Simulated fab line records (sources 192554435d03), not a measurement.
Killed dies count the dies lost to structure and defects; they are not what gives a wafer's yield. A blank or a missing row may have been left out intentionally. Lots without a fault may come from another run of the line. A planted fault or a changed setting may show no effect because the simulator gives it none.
Split-lot trial	flow n5_finfet	21 wafers read across 7 lots, on a route 1938 steps long

## ABOUT THE SPLIT
At N5_BEOL_M1_PECVD_72 (deposits SiO2 from TEOS/O2, target thk 16 nm, time 18 s), the setting time_s was moved away from the recipe's 18 s on 10 of the 21 wafers read, by -12.4% to +11.7%. This setting was run at the recipe's value on the other wafers.

## FROM THE SPLIT TO THE READING: what the file shows between them, 10 steps
- N5_BEOL_M1_EXPOSE_08: exposes mask M1 (also split here: dose_mj)
- N5_BEOL_M1_PEB_09: peb time 60 s
- N5_BEOL_M1_DEVELOP_10: develop time 30 s
- N5_BEOL_M1_DESCUM_16: chemistry O2, time 7 s
- N5_BEOL_M1_ETCH_74: etches underlayer in N2/H2, target depth 6.5 nm, time 5.2 s
- N5_BEOL_M1_ETCH_63: etches SiARC in CF4, target depth 15.6 nm, time 26 s
- N5_BEOL_M1_ETCH_64: etches SOC in N2/H2, target depth 75 nm, overetch 15 nm, time 112.5 s
- N5_BEOL_M1_STRIP_65: strips in N2/H2
- N5_BEOL_M1_STRIP_75: strips in N2/H2
- N5_BEOL_M1_STRIP_97: strips in N2/H2, time 10 s

## THE READING
SiO2_of_BEOL_M1_PECVD_72.thk_nm (the simulator's own value, which no gauge read), in nm, at N5_BEOL_M1_HM_STRIP_39 (strips TiN in peroxide tin strip, target depth 25 nm, time 158 s). No usual value for it is given in the file. Average 15.9 nm, standard deviation 0.25 nm, over the 11 wafers here run with the recipe.

wafer	tool, chamber at the split	time_s as run, s	against the recipe	SiO2_of_BEOL_M1_PECVD_72.thk_nm, nm	against lot-mates on the recipe
L076.1	pecvd-04, 1	18	recipe	15.6	-
L076.2	pecvd-04, 0	18	recipe	15.6	-
L076.4	pecvd-04, 1	18	recipe	15.6	-
L082.1	pecvd-03, 0	16.15	-10.3%	14.2	-1.6
L082.2	pecvd-03, 2	18	recipe	15.8	-
L082.6	pecvd-03, 0	16.15	-10.3%	14.4	-1.4
L089.2	pecvd-03, 1	18	recipe	16	-
L089.3	pecvd-03, 0	19.74	+9.7%	17.4	+1.2
L089.6	pecvd-03, 1	18	recipe	16.4	-
L093.4	pecvd-03, 0	16.62	-7.7%	14.8	-1.2
L093.5	pecvd-03, 1,0	18	recipe	16	-
L093.6	pecvd-03, 1,0	18	recipe	16	-
L094.1	pecvd-04, 1	20.11	+11.7%	17.4	+1.6
L094.5	pecvd-04, 2	20.11	+11.7%	17.8	+2.0
L094.6	pecvd-04, 1	18	recipe	15.8	-
L092.1	pecvd-03, 0	18	recipe	15.8	-
L092.4	pecvd-03, 2	15.76	-12.4%	14	-1.8
L092.5	pecvd-03, 0	15.76	-12.4%	14	-1.8
L096.1	pecvd-03, 2	16.76	-6.9%	15	-1.2
L096.2	pecvd-03, 0	16.76	-6.9%	14.8	-1.4
L096.6	pecvd-03, 0	18	recipe	16.2	-
When a row names more than one chamber, that row covers several wafers, and the file does not tell which wafer ran in which chamber.

FIT RESULTS
A straight line over all 21 wafers: SiO2_of_BEOL_M1_PECVD_72.thk_nm changes by +0.15 nm for each +1% of time_s; r = +0.98; the points scatter about the line by 0.21 nm.
The same after taking each lot's own level away (the mean of its wafers on the recipe; 21 wafers): +0.149 nm for each +1%; r = +0.99; scatter 0.15 nm.
According to that fit, moving time_s by its largest amount changes the reading by 1.9 nm.
Across the lots, their own levels run from 15.60 to 16.20 nm, a range of 2.4 times the standard deviation given above.
Hence the lot-to-lot level has little effect on the slope; both slopes agree.
Check: for one of the wafers moved furthest among these (-12.4%), held out of the fit, the line's prediction against its lot-mates is -1.9 nm. It came out at -1.8 nm against them.

## THESE WAFERS: OTHER SPLITS
Before the reading, these wafers also passed through other splits. Each is held against what the fit with the lots' levels taken away leaves over:
other split on the same wafers	wafers away from the commonest value	r with SiO2_of_BEOL_M1_PECVD_72.thk_nm (lot level and that fit taken away)
N5_BEOL_M1_EXPOSE_08 dose_mj	9	+0.29

## THE WHOLE CHAIN: every reading that the file lists as answering this split, in the file's order
step	what it does	reading	change (the file's fit)	r (the file's)
N5_BEOL_M1_PECVD_72	deposits SiO2 from TEOS/O2, target thk 16 nm, time 18 s	SiO2_of_BEOL_M1_PECVD_72.thk_nm (the simulator's own value, which no gauge read)	+0.145 nm for each +1% of the setting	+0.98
N5_BEOL_M1_HM_STRIP_39	strips TiN in peroxide tin strip, target depth 25 nm, time 158 s	SiO2_of_BEOL_M1_PECVD_72.thk_nm (the simulator's own value, which no gauge read)	+0.148 nm for each +1% of the setting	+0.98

## FILE'S OWN FIT
SiO2_of_BEOL_M1_PECVD_72.thk_nm changes by +0.148 nm for each +1% of time_s, r = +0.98.
